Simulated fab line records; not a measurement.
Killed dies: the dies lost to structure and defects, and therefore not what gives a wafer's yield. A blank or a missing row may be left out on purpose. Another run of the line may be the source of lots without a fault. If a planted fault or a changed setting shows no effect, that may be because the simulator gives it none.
fab line records    flow n5Finfet
record lots=8  wafers=24  lastDay=18
route steps=1938 shown BEOL_M4@1111 BEOL_M9@1436 PASSIVATION@1936
lots untouched by any fault: they come from a run of this same line in which no faults occurred
startH: start of the lot's first displayed wafer, in hours after the record's first day    waitH: how many hours have passed since the lot's step before this one    " unchanged from the row above    L1.1+2: several wafers, shown together as one row    - no value, or no start given    * or withheld: withheld    < > ~ a bound
route shown NAME@n: names a module that has steps shown in the file, with the first one's number in the route    usual: mean/standard deviation of fault-free wafers    same: alike in all rows    chamber/n: place in a boat    sites: readings site by site    _std_site: standard deviation of those values    _edge_site: outer sites' mean less inner sites'    radiusMm: how far each site lies from the wafer's centre    mask NAME#n: copy n    behind: the last tool/chamber to shape the wafer    hold: reason for holding the lot/hours on hold/outcome of the hold    device: the transistor (n, p or np) that didn't switch    end of line: at the end of the route, the tests of the same wafers    where a step has no rows: the recipe by itself    killed: count of dies lost to structure and defects at first sort (not the wafer's yield)    map: per-die view of a wafer (x killed, . not killed, _ where there is no die)
set.NAME: the setting the step ran with; set.NAME@STEP: the setting that earlier step ran with    model.NAME: the simulator's own value behind a step, which no gauge read
the route's steps for a sample of lots (tables are steps, rows are wafers)
services: when a tool's chamber went out of use (startH, in hours from the record's first day, below 0 if earlier), for how many hours, and the reason
## steps
# step N5_BEOL_M4_RC_MEAS_101
# usual DIBL_N=36.9/1.7  DIBL_P=36.7/2.1  IOFF_N=0.17/0.032  IOFF_P=0.22/0.036  ION_N=674/12  ION_P=461/7  SS_N=71.7/0.6  SS_P=73.4/0.67  VT_N=249/3.1  VT_P=-250/3.2
lot.wafer  tool       chamber  startH  waitH  DIBL_N[mV/V]  DIBL_P[mV/V]  IOFF_N[nA/um]  IOFF_P[nA/um]  ION_N[uA/um]  ION_P[uA/um]  SS_N[mV/dec]  SS_P[mV/dec]  VT_N[mV]  VT_P[mV]
L685.3     prober-02  0        186.05  0.3    35.1          33.9          0.13           0.15           653           449           70.7          73.5          251       -257
L685.4     "          0        "       "      37.2          36.8          0.17           0.19           682           455           71.6          73.1          251       -255
L685.6     "          0        "       "      37.5          35.1          0.17           0.16           677           451           71.5          73.5          248       -256
L687.2     prober-02  0        195.54  0.2    37.5          38.3          0.17           0.21           668           460           71.6          73.6          250       -252
L687.4     "          0        "       "      40.4          42.5          0.24           0.28           691           463           72.7          75.5          242       -248
L687.5     "          0        "       "      37.1          38.5          0.16           0.21           678           461           72.3          73.6          250       -251
L688.3     prober-02  0        197.64  0.4    38.0          40.4          0.20           0.27           687           469           72.1          73.6          244       -246
L688.4     "          0        "       "      35.7          36.3          0.16           0.20           670           464           71.7          72.8          248       -251
L688.6     "          0        "       "      37.3          39.3          0.18           0.26           671           463           72.3          73.7          248       -248
L697.2     prober-01  0        249.86  0.2    38.3          38.9          0.21           0.27           691           467           71.7          74.6          247       -247
L697.5     "          0        "       "      38.2          39.0          0.21           0.26           691           470           71.4          74.2          246       -248
L697.6     "          0        "       "      35.9          36.5          0.16           0.21           681           467           71.6          72.9          251       -250
L698.3     prober-01  0        257.39  0.3    37.3          36.8          0.18           0.24           676           465           71.6          73.5          246       -248
L698.4     "          0        "       "      37.9          35.9          0.20           0.23           685           468           71.9          73.4          246       -250
L698.5     "          0        "       "      37.8          35.7          0.18           0.22           681           466           71.8          72.5          247       -250
L702.1     prober-01  0        285.93  0.0    37.1          37.7          0.17           0.27           679           465           72.8          73.5          248       -245
L702.2     "          0        "       "      36.4          35.5          0.15           0.22           668           461           71.0          73.3          252       -245
L702.3     "          0        "       "      38.0          38.3          0.21           0.28           702           472           73.2          74.1          244       -245
L704.2     prober-02  0        293.19  0.2    35.5          34.9          0.14           0.19           673           462           72.0          73.8          254       -250
L704.4     "          0        "       "      32.0          30.8          0.10           0.14           651           452           69.8          72.5          255       -255
L704.5     "          0        "       "      35.6          34.9          0.14           0.20           667           462           71.3          73.7          255       -251
L706.4     prober-01  0        312.33  0.5    39.1          38.5          0.18           0.23           663           460           71.9          74.1          251       -249
L706.5     "          0        "       "      37.7          37.1          0.16           0.22           659           458           72.1          73.7          252       -248
L706.6     "          0        "       "      39.5          39.5          0.19           0.26           681           467           72.8          73.8          251       -247
# step N5_BEOL_M9_INSPECT_30
# recipe mode=adi  inspectInstrument=brightfield
# usual rawDefectCount=442/93
lot.wafer  tool              chamber  startH  waitH  rawDefectCount
L685.3     defectInspect-02  -        226.32  0.0    370
L685.4     "                 -        "       "      316
L685.6     "                 -        "       "      327
L687.2     defectInspect-02  -        233.42  0.0    470
L687.4     "                 -        "       "      388
L687.5     "                 -        "       "      442
L688.3     defectInspect-01  -        238.08  0.0    493
L688.4     "                 -        "       "      377
L688.6     "                 -        "       "      485
L697.2     defectInspect-01  -        293.32  0.1    670
L697.5     "                 -        "       "      435
L697.6     "                 -        "       "      610
L698.3     defectInspect-01  -        298.28  0.0    459
L698.4     "                 -        "       "      475
L698.5     "                 -        "       "      511
L702.1     defectInspect-01  -        329.38  0.1    315
L702.2     "                 -        "       "      343
L702.3     "                 -        "       "      303
L704.2     defectInspect-01  -        337.11  0.0    579
L704.4     "                 -        "       "      662
L704.5     "                 -        "       "      353
L706.4     defectInspect-01  -        361.27  0.0    425
L706.5     "                 -        "       "      499
L706.6     "                 -        "       "      515
# step N5_BEOL_M9_ETCH_76
# recipe chemistry=N2/H2  target=underlayer  targetDepthA=65  maskMaterial=CAR-EUV  timeS=5.2  ionEnergyEv=200  pressureMtorr=30  sourceW=840  biasW=150  n2FlowSccm=200  h2FlowSccm=200  ends=cleared
# usual biasW=150.0/0.49  chamberPressureMTorr=30.01/0.04  drypumpMotorCurrentA=5.7/0.37  etchRfOnTimeS=5.22/0.11  oesProductAu=0.67/0.067  rfVppV=524.2/2.9  showerheadPlenumPTorr=2.55/0.093  throttleValvePct=17.75/0.28
lot.wafer  tool        chamber  startH  waitH  biasW  chamberPressureMTorr  drypumpMotorCurrentA  etchRfOnTimeS  oesProductAu  rfHoursCounterH  rfVppV  showerheadPlenumPTorr  throttleValvePct
L685.3     rieDiel-01  0        226.61  0.0    150.2  30.00                 5.2                   5.38           0.60          188              525.9   2.64                   18.06
L685.4     "           3        "       "      150.8  29.97                 6.3                   5.22           0.73          60               522.9   2.47                   17.54
L685.6     "           1        "       "      149.4  29.96                 5.9                   5.12           0.62          -                525.2   2.52                   17.67
L687.2     rieDiel-06  1        233.49  0.0    150.3  30.03                 5.9                   5.13           0.73          55               524.8   2.57                   17.28
L687.4     "           3        "       "      150.4  29.98                 5.3                   5.18           0.69          80               527.7   2.66                   17.82
L687.5     "           0        "       "      149.7  29.92                 5.8                   5.33           0.73          -                522.1   2.46                   17.68
L688.3     rieDiel-03  0        238.14  0.0    150.3  30.01                 5.2                   5.28           0.69          77               527.1   2.69                   17.56
L688.4     "           2        "       "      149.4  29.97                 5.3                   5.37           0.62          -                520.7   2.44                   17.54
L688.6     "           0        "       "      150.8  29.98                 5.2                   5.22           0.70          -                525.7   2.69                   17.59
L697.2     rieDiel-06  0        293.38  0.0    149.8  30.01                 5.7                   5.26           0.71          73               523.0   2.46                   17.71
L697.5     "           1        "       "      150.3  30.03                 5.9                   5.09           0.71          -                525.1   2.56                   17.33
L697.6     "           2        "       "      150.1  29.98                 5.2                   5.27           0.59          -                523.3   2.51                   18.26
L698.3     rieDiel-03  1        298.35  0.0    149.9  29.96                 6.0                   5.47           0.64          118              526.9   2.67                   17.43
L698.4     "           3        "       "      149.9  29.99                 5.9                   5.02           0.79          15               523.9   2.63                   18.21
L698.5     "           3        "       "      150.1  30.03                 5.9                   5.02           0.79          -                525.3   2.63                   18.24
L702.1     rieDiel-06  2        329.44  0.0    150.0  30.04                 5.2                   5.30           0.80          3                522.3   2.50                   17.84
L702.2     "           3        "       "      149.7  29.97                 5.3                   5.30           0.67          113              527.0   2.65                   17.87
L702.3     "           0        "       "      150.9  29.97                 5.8                   5.30           0.70          85               522.2   2.45                   17.74
L704.2     rieDiel-03  0        337.18  0.0    149.4  30.05                 5.3                   5.23           0.66          109              530.1   2.68                   17.65
L704.4     "           2        "       "      149.8  29.96                 5.2                   5.36           0.60          211              519.1   2.43                   17.60
L704.5     "           2        "       "      149.4  30.06                 5.2                   5.32           0.61          -                520.1   2.43                   17.61
L706.4     rieDiel-06  3        361.33  0.0    150.2  30.05                 5.3                   5.14           0.66          121              528.3   2.65                   17.89
L706.5     "           1        "       "      150.2  30.07                 5.9                   5.09           0.69          -                522.6   2.55                   17.38
L706.6     "           2        "       "      150.2  30.00                 5.2                   5.03           0.79          -                523.3   2.50                   17.86
# step N5_BEOL_M9_ETCH_66
# recipe chemistry=N2/H2  target=SOC  targetDepthA=800  overetchA=160  maskMaterial=SiARC  tempC=40  timeS=120  ionEnergyEv=200  pressureMtorr=30  sourceW=840  biasW=150  n2FlowSccm=200  h2FlowSccm=200
# usual biasW=150.0/0.41  chamberPressureMTorr=30.002/0.029  drypumpMotorCurrentA=5.7/0.37  oesProductAu=0.61/0.058  rfVppV=524.1/2.7  showerheadPlenumPTorr=2.55/0.093  throttleValvePct=17.70/0.28
lot.wafer  tool        chamber  startH  waitH  biasW  chamberPressureMTorr  drypumpMotorCurrentA  oesProductAu  rfHoursCounterH  rfVppV  showerheadPlenumPTorr  throttleValvePct
L685.3     rieDiel-01  0        226.66  0.0    149.9  30.032                5.2                   0.55          188              527.8   2.64                   18.00
L685.4     "           3        "       "      150.4  30.030                6.2                   0.67          60               522.1   2.47                   17.49
L685.6     "           1        "       "      150.4  29.977                5.9                   0.55          -                523.0   2.52                   17.63
L687.2     rieDiel-06  1        233.53  0.0    -      -                     -                     -             -                -       -                      -
L687.4     "           3        "       "      -      -                     -                     -             -                -       -                      -
L687.5     "           0        "       "      -      -                     -                     -             -                -       -                      -
L688.3     rieDiel-03  0        238.19  0.0    -      -                     -                     -             -                -       -                      -
L688.4     "           2        "       "      -      -                     -                     -             -                -       -                      -
L688.6     "           0        "       "      -      -                     -                     -             -                -       -                      -
L697.2     rieDiel-06  0        293.43  0.0    150.5  29.996                5.8                   0.65          73               521.6   2.46                   17.66
L697.5     "           1        "       "      149.4  30.016                5.9                   0.63          -                524.2   2.56                   17.30
L697.6     "           2        "       "      149.7  30.008                5.2                   0.53          -                523.3   2.51                   18.22
L698.3     rieDiel-03  1        298.39  0.0    150.4  30.065                6.0                   0.59          118              527.2   2.67                   17.40
L698.4     "           3        "       "      149.7  30.014                5.9                   0.70          15               524.5   2.63                   18.19
L698.5     "           3        "       "      150.2  30.007                5.9                   0.71          -                525.6   2.63                   18.18
L702.1     rieDiel-06  2        329.49  0.0    150.3  29.979                5.2                   0.73          3                522.8   2.51                   17.80
L702.2     "           3        "       "      150.5  30.024                5.3                   0.61          113              528.6   2.65                   17.83
L702.3     "           0        "       "      150.3  30.002                5.8                   0.64          85               522.0   2.45                   17.70
L704.2     rieDiel-03  0        337.23  0.0    151.1  30.074                5.3                   0.59          109              528.1   2.68                   17.59
L704.4     "           2        "       "      150.5  29.990                5.3                   0.55          211              519.9   2.43                   17.59
L704.5     "           2        "       "      150.7  29.958                5.3                   0.56          -                520.4   2.43                   17.57
L706.4     rieDiel-06  3        361.38  0.0    149.8  29.993                5.3                   0.60          121              526.7   2.65                   17.83
L706.5     "           1        "       "      149.7  30.027                5.9                   0.62          -                523.9   2.55                   17.35
L706.6     "           2        "       "      149.5  29.934                5.2                   0.71          -                521.9   2.50                   17.83
# step N5_BEOL_M9_VIA_ETCH_34
# recipe chemistry=C4F6/O2  target=SiCOH_lowk  targetDepthA=1824  maskMaterial=SOC  taperDeg=4  timeS=68.4  ionEnergyEv=250  pressureMtorr=30  sourceW=345  biasW=185  Ar_flow_sccm=300  C4F6_flow_sccm=10  O2_flow_sccm=10
# usual C4F6_flow_sccm=10.00/0.03  O2_flow_sccm=10.00/0.031  drypumpMotorCurrentA=5.7/0.37  oesProductAu=0.79/0.08  rfVppV=662/11  showerheadPlenumPTorr=2.85/0.1  throttleValvePct=20.76/0.27
lot.wafer  tool        chamber  startH  waitH  C4F6_flow_sccm  O2_flow_sccm  drypumpMotorCurrentA  oesProductAu  rfHoursCounterH  rfVppV  showerheadPlenumPTorr  throttleValvePct
L685.3     rieDiel-01  0        226.76  0.0    10.06           10.01         5.2                   0.70          188              649     2.92                   20.84
L685.4     "           3        "       "      10.04           10.02         6.2                   0.87          60               687     2.78                   20.65
L685.6     "           1        "       "      10.00           10.05         5.8                   0.70          -                666     2.84                   20.81
L687.2     rieDiel-06  1        233.63  0.0    10.02           9.98          5.9                   0.32          55               666     2.87                   20.18
L687.4     "           3        "       "      9.93            9.96          5.3                   0.31          80               675     3.00                   20.80
L687.5     "           0        "       "      9.95            10.01         5.8                   0.33          -                647     2.74                   20.59
L688.3     rieDiel-03  0        238.29  0.0    9.99            9.98          5.2                   0.31          77               665     3.02                   20.48
L688.4     "           2        "       "      10.02           9.97          5.2                   0.28          -                655     2.70                   20.24
L688.6     "           0        "       "      9.99            10.03         5.3                   0.30          -                665     3.02                   20.49
L697.2     rieDiel-06  0        293.53  0.0    9.96            9.96          5.8                   0.85          73               646     2.73                   20.77
L697.5     "           1        "       "      9.96            9.95          5.9                   0.83          -                666     2.86                   20.38
L697.6     "           2        "       "      9.91            10.01         5.2                   0.68          -                657     2.82                   21.33
L698.3     rieDiel-03  1        298.49  0.0    9.96            10.02         6.0                   0.76          118              662     2.96                   20.41
L698.4     "           3        "       "      10.00           9.98          5.9                   0.92          15               668     2.91                   21.00
L698.5     "           3        "       "      10.01           10.02         5.8                   0.92          -                667     2.91                   21.03
L702.1     rieDiel-06  2        329.59  0.0    9.97            10.03         5.2                   0.96          3                656     2.82                   20.99
L702.2     "           3        "       "      10.00           10.04         5.3                   0.78          113              672     2.98                   21.02
L702.3     "           0        "       "      10.01           9.97          5.8                   0.84          85               647     2.73                   20.79
L704.2     rieDiel-03  0        337.33  0.0    9.96            10.00         5.3                   0.77          109              664     3.01                   20.72
L704.4     "           2        "       "      9.99            10.04         5.2                   0.71          211              656     2.69                   20.43
L704.5     "           2        "       "      10.01           9.99          5.2                   0.71          -                655     2.69                   20.43
L706.4     rieDiel-06  3        361.48  0.0    9.99            10.00         5.3                   0.78          121              673     2.98                   21.00
L706.5     "           1        "       "      9.95            10.01         5.9                   0.80          -                665     2.85                   20.38
L706.6     "           2        "       "      10.01           10.01         5.2                   0.93          -                656     2.82                   21.01
# step N5_BEOL_M9_ETCH_41
# recipe chemistry=CH3F/O2  target=SiCN  targetDepthA=366  taperDeg=2  timeS=70.1  ionEnergyEv=120  maskMaterial=TiN  pressureMtorr=30  sourceW=395  biasW=75  Ar_flow_sccm=150  CH3F_flow_sccm=30  O2_flow_sccm=20
# usual CH3F_flow_sccm=30.00/0.085  O2_flow_sccm=20.01/0.055  drypumpMotorCurrentA=5.6/0.37  oesProductAu=0.79/0.081  rfVppV=297.5/1.7  showerheadPlenumPTorr=2.01/0.076  throttleValvePct=16.20/0.25
lot.wafer  tool        chamber  startH  waitH  CH3F_flow_sccm  O2_flow_sccm  drypumpMotorCurrentA  oesProductAu  rfHoursCounterH  rfVppV  showerheadPlenumPTorr  throttleValvePct
L685.3     rieDiel-01  0        -       -      29.92           19.97         5.2                   0.71          188              299.1   2.05                   16.34
L685.4     "           3        "       "      29.98           19.94         6.2                   0.88          60               296.8   1.95                   16.05
L685.6     "           1        "       "      29.96           20.03         5.8                   0.71          -                294.8   1.99                   16.24
L687.2     rieDiel-06  1        -       -      29.92           20.02         5.9                   0.86          55               299.9   2.02                   15.78
L687.4     "           3        "       "      29.90           19.95         5.3                   0.82          80               299.5   2.11                   16.33
L687.5     "           0        "       "      30.08           20.08         5.8                   0.87          -                296.6   1.93                   16.24
L688.3     rieDiel-03  0        -       -      30.04           19.98         5.2                   0.81          77               300.0   2.13                   16.01
L688.4     "           2        "       "      29.95           20.00         5.2                   0.73          -                295.0   1.90                   15.94
L688.6     "           0        "       "      30.12           19.94         5.2                   0.81          -                299.6   2.13                   16.00
L697.2     rieDiel-06  0        -       -      30.04           20.02         5.7                   0.85          73               296.0   1.92                   16.26
L697.5     "           1        "       "      30.02           19.96         5.9                   0.84          -                299.8   2.01                   15.82
L697.6     "           2        "       "      30.05           19.95         5.2                   0.68          -                296.7   1.98                   16.75
L698.3     rieDiel-03  1        -       -      29.93           20.07         6.0                   0.76          118              299.5   2.09                   15.92
L698.4     "           3        "       "      30.02           20.03         5.9                   0.92          15               297.6   2.05                   16.31
L698.5     "           3        "       "      30.02           19.98         5.9                   0.92          -                297.4   2.05                   16.33
L702.1     rieDiel-06  2        -       -      30.10           20.07         5.3                   0.97          3                296.2   1.98                   16.29
L702.2     "           3        "       "      29.86           20.02         5.3                   0.79          113              299.6   2.10                   16.39
L702.3     "           0        "       "      29.88           19.99         5.8                   0.84          85               295.2   1.92                   16.28
L704.2     rieDiel-03  0        -       -      30.02           20.09         5.2                   0.79          109              300.3   2.12                   16.07
L704.4     "           2        "       "      30.05           19.99         5.2                   0.71          211              295.5   1.89                   16.01
L704.5     "           2        "       "      30.04           20.07         5.2                   0.72          -                294.3   1.89                   16.00
L706.4     rieDiel-06  3        -       -      29.99           20.08         5.3                   0.78          121              299.3   2.10                   16.39
L706.5     "           1        "       "      29.97           19.93         5.9                   0.80          -                298.1   2.01                   15.86
L706.6     "           2        "       "      30.01           19.99         5.2                   0.93          -                294.9   1.97                   16.32
# step N5_PASSIVATION_PROBE_49
# usual defectLimitedYield=91.7/1.5  killed_at_M0_to_M3=32/9.6  killed_at_M4_up=13/5.3  killedAtContacts=12/6.8  killedAtFrontEnd=36/9.8  killedAtOther=4/3.1  killedDies=98/17  killedOnRim=13/4  killedOpen=65/13  killedShort=32/8.5  sort_bin_5_function=4.9/0.93  sort_bin_6_memory=3.2/0.67  sortNPass=1082/17  sortYieldPct=91.7/1.4
# same grossDies=1180  killedAtBackSide=0  sort_bin_4_leakage[%]=0  sort_bin_8_speed[%]=0
lot.wafer  tool       chamber  startH  waitH  defectLimitedYield[%]  killed_at_M0_to_M3  killed_at_M4_up  killedAtContacts  killedAtFrontEnd  killedAtOther  killedDies  killedOnRim  killedOpen  killedShort  sort_bin_5_function[%]  sort_bin_6_memory[%]  sortNPass  sortYieldPct[%]
L687.2     prober-01  -        293.20  0.1    0                      46                  1075             14                41                4              1180        152          82          38           95.0                    4.6                   0          0
L687.4     prober-01  -        293.30  0.2    0                      31                  1082             7                 54                6              1180        152          80          31           95.8                    3.9                   0          0
L687.5     prober-01  -        293.35  0.2    0                      36                  1095             16                31                2              1180        152          65          31           96.8                    3.0                   0          0
L688.3     prober-01  -        294.73  0.1    0                      29                  1119             16                13                3              1180        152          56          18           97.0                    2.8                   0          0
L688.4     prober-01  -        294.78  0.2    0                      32                  1104             12                28                4              1180        152          53          32           97.3                    2.5                   0          0
L688.6     prober-01  -        294.88  0.3    0                      36                  1089             6                 44                5              1180        152          78          23           96.4                    3.5                   0          0
L697.2     prober-01  -        346.18  0.1    91.6                   30                  18               8                 37                6              99          9            63          33           5.3                     2.8                   1081       91.6
L697.5     prober-01  -        346.33  0.2    93.0                   22                  19               5                 34                3              83          10           53          30           3.6                     2.9                   1097       93.0
L697.6     prober-01  -        346.38  0.3    92.5                   25                  10               11                34                8              88          8            52          35           4.3                     2.9                   1092       92.5
# killed by level:class
L687.2 BEOL_M9:areaEtch=1059 BEOL_M2:geometricParticle:open=15 GATE_CUT:geometricParticle:short=11 MOL_CONTACT_COAG:geometricParticle:open=11 BEOL_M3:geometricParticle:open=9 BEOL_M1:geometricParticle:open=8 FIN_SAQP:geometricParticle:open=4 FIN_CUT:geometricParticle:short=4
L687.4 BEOL_M9:areaEtch=1068 FIN_SAQP:geometricParticle:open=15 BEOL_M3:geometricParticle:open=10 GATE_CUT:geometricParticle:short=9 BEOL_M2:geometricParticle:open=9 FIN_SAQP:geometricParticle:short=8 BEOL_M4:geometricParticle:open=6 BEOL_M5:geometricParticle:open=5
L687.5 BEOL_M9:areaEtch=1082 MOL_CONTACT_COAG:geometricParticle:open=13 BEOL_M2:geometricParticle:open=9 FIN_SAQP:geometricParticle:open=8 BEOL_M4:geometricParticle:open=8 FIN_SAQP:geometricParticle:short=6 BEOL_M3:geometricParticle:short=5 BEOL_M3:geometricParticle:open=5
L688.3 BEOL_M9:areaEtch=1104 MOL_CONTACT_COAG:geometricParticle:open=14 BEOL_M0_SAQP:geometricParticle:short=9 BEOL_M4:geometricParticle:open=7 BEOL_M0_SAQP:geometricParticle:open=6 BEOL_M2:geometricParticle:open=5 BEOL_M1:geometricParticle:open=4 BEOL_M3:geometricParticle:open=4
L688.4 BEOL_M9:areaEtch=1094 BEOL_M0_SAQP:geometricParticle:short=9 STI_FIN_REVEAL:geometricParticle:open=8 MOL_CONTACT_COAG:geometricParticle:short=8 BEOL_M2:geometricParticle:open=8 BEOL_M0_SAQP:geometricParticle:open=6 DUMMY_GATE:geometricParticle:open=5 MOL_CONTACT_COAG:geometricParticle:open=4
L688.6 BEOL_M9:areaEtch=1079 STI_FIN_REVEAL:geometricParticle:open=20 BEOL_M2:geometricParticle:open=11 BEOL_M0_SAQP:geometricParticle:open=7 FIN_SAQP:geometricParticle:open=5 MOL_CONTACT_COAG:geometricParticle:open=5 BEOL_M0_SAQP:geometricParticle:short=4 BEOL_M1:geometricParticle:open=4
L697.2 STI_FIN_REVEAL:geometricParticle:open=18 BEOL_M0_SAQP:geometricParticle:short=12 FIN_SAQP:geometricParticle:short=8 MOL_CONTACT_COAG:geometricParticle:open=6 BEOL_M0_SAQP:geometricParticle:open=5 BEOL_M2:geometricParticle:open=5 FIN_SAQP:geometricParticle:open=4 BEOL_M3:geometricParticle:open=4
L697.5 STI_FIN_REVEAL:geometricParticle:open=10 BEOL_M4:geometricParticle:open=8 FIN_SAQP:geometricParticle:short=6 BEOL_M1:geometricParticle:open=6 BEOL_M2:geometricParticle:open=6 MOL_CONTACT_COAG:geometricParticle:open=5 FIN_SAQP:geometricParticle:open=4 BEOL_M0_SAQP:geometricParticle:short=4
L697.6 MOL_CONTACT_COAG:geometricParticle:open=8 FIN_SAQP:geometricParticle:open=7 BEOL_M0_SAQP:geometricParticle:open=7 BEOL_M1:geometricParticle:short=6 FIN_SAQP:geometricParticle:short=5 STI_FIN_REVEAL:geometricParticle:open=5 BEOL_M0_SAQP:geometricParticle:short=5 STARTING-WAFER:geometricParticle:open=4
## services
tool        chamber  startH  hours  kind
rieDiel-06  1        206.40  12.2   repair
rieDiel-06  -        215.37  0.3    repair
rieDiel-03  3        218.34  1.6    repair
rieDiel-03  -        218.39  7.2    repair
rieDiel-03  3        231.56  -      clean
rieDiel-03  3        231.56  -      consumableReplace:focusRing
rieDiel-03  3        231.56  15.0   scheduledDown
rieDiel-03  3        231.56  15.0   ventCycle
rieDiel-06  3        248.87  4.0    repair
rieDiel-01  1        271.31  18.5   repair
rieDiel-01  2        282.41  8.8    repair
rieDiel-01  2        291.30  -      clean
rieDiel-01  2        291.30  -      consumableReplace:focusRing
rieDiel-01  2        291.30  -      consumableReplace:showerhead
rieDiel-01  2        291.30  21.6   scheduledDown
rieDiel-01  2        291.30  21.6   ventCycle
rieDiel-06  2        303.58  -      clean
rieDiel-06  2        303.58  -      consumableReplace:focusRing
rieDiel-06  2        303.58  16.4   scheduledDown
rieDiel-06  2        303.58  16.4   ventCycle
rieDiel-01  -        346.57  2.8    pm
## key
firstSign step=N5_BEOL_M9_ETCH_66  reading=toolRecord  direction=missing
effect step=N5_BEOL_M9_VIA_ETCH_34  reading=oesProductAu  direction=down  sigmas=6  usual=0.79  struck=0.31
effect step=N5_PASSIVATION_PROBE_49  reading=killed_at_M4_up  direction=up  sigmas=99+  usual=13  struck=1094
moreKillsBornAt N5_BEOL_M9_ETCH_66@rieDiel-03=3277  N5_BEOL_M9_ETCH_66@rieDiel-06=3209
metAt N5_BEOL_M9_ETCH_66
struckLots L687,L688
laterRowsLeftOut L687.2,L687.4,L687.5,L688.3,L688.4,L688.6
notActingAt N5_BEOL_M9_INSPECT_30,N5_BEOL_M9_ETCH_76,N5_BEOL_M9_ETCH_41
fault kind=skippedStepWhole  tool=rieDiel-03,rieDiel-06  chamber=-  onsetH=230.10  steps=N5_BEOL_M9_ETCH_66  scope=struckLotsOnly
# laterRowsLeftOut: the simulator's readings of these wafers behind a module that went badly wrong aren't trusted and aren't shown, but for the sort
